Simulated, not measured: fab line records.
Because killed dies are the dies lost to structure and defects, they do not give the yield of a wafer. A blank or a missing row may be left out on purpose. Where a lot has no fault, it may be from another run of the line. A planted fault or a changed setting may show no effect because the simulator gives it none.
The same fault as seen by 3 desks :: flow n5_finfet :: only its own numbers are on each desk; what lay behind them is given at the end

== THE DEFECT DESK ==
For each lot, the counts of the inspections along the route, averaged over the sampled wafers that have a number. The brackets show how far a lot's mean lies from the usual mean; more than 4 standard deviations puts the lot out of limits, marked OUT.
Columns: A = raw_defect_count at N5_BEOL_M11_INSPECT_13, usual 399
lot: L481
first seen here: day 9 17:50
A: 398

lot: L484
first seen here: day 10 15:23
A: 325

lot: L489
first seen here: day 12 07:46
A: 527

lot: L491
first seen here: day 12 12:45
A: 334

lot: L500
first seen here: day 15 01:22
A: 366

lot: L498
first seen here: day 15 08:09
A: 377
Finding of this desk: none of the 6 lots has anything out of limits.

== FOR THE TOOL OWNER'S DESK: rie_diel-04 ==
The tool's own readings at N5_BEOL_M11_ETCH_62 (etches SOC in N2/H2, target depth 110 nm, overetch 22 nm, time 165 s): means of the sampled wafers that have a number, for each lot that ran on this tool. The brackets show how far a lot's mean lies from the usual mean; more than 4 standard deviations puts the lot out of limits, marked OUT. Of its 8 readings 7 are shown: those that lie furthest out on some lot.
Columns: A = bias_w at N5_BEOL_M11_ETCH_62, usual 150.0 W; B = drypump_motor_current_A at N5_BEOL_M11_ETCH_62, usual 5.6 A; C = h2_flow_sccm at N5_BEOL_M11_ETCH_62, usual 200.0 sccm; D = n2_flow_sccm at N5_BEOL_M11_ETCH_62, usual 200.1 sccm; E = oes_product_au at N5_BEOL_M11_ETCH_62, usual 0.70 a.u.; F = rf_vpp_V at N5_BEOL_M11_ETCH_62, usual 523.6 V; G = showerhead_plenum_p_Torr at N5_BEOL_M11_ETCH_62, usual 2.53 Torr
lot: L484
first seen here: day 10 15:30
A: 149.8
B: 5.0
C: 199.6
D: 199.8
E: 0.60
F: 520.9
G: 2.41

lot: L489
first seen here: day 12 07:53
A: 150.3
B: 5.5
C: 199.8
D: 199.6
E: 0.59
F: 521.3
G: 2.42

lot: L491
first seen here: day 12 12:52
A: 150.7
B: 5.5
C: 199.9
D: 199.6
E: 0.59
F: 520.5
G: 2.42
Finding of this desk: none of the 3 lots has anything out of limits.

== METROLOGY DESK ==
What the gauges read for every lot (on any tool): the sampled wafers with a number, averaged. The brackets show how far a lot's mean lies from the usual mean; more than 4 standard deviations puts the lot out of limits, marked OUT.
Columns: A = cd_nm at N5_BEOL_M11_CD_MEAS_11, usual 64.1 nm; B = M11_OVL at N5_BEOL_M11_OVL_MEAS_12, usual 0.5 nm
lot: L481
first seen here: day 9 17:47
A: 64.3
B: 2.3

lot: L484
first seen here: day 10 15:20
A: 63.8
B: 0.0

lot: L489
first seen here: day 12 07:43
A: 64.3
B: 0.8

lot: L491
first seen here: day 12 12:42
A: 64.2
B: 0.9

lot: L500
first seen here: day 15 01:18
A: 64.7
B: 0.5

lot: L498
first seen here: day 15 08:06
A: 64.0
B: 0.6
Finding of this desk: none of the 6 lots has anything out of limits.

== TAKEN TOGETHER ==
Nothing out of limits was seen by the defect desk.
The tool owner's desk saw nothing out of limits.
Metrology desk: nothing out of limits seen.

== WHAT THE SIMULATOR PUT IN ==
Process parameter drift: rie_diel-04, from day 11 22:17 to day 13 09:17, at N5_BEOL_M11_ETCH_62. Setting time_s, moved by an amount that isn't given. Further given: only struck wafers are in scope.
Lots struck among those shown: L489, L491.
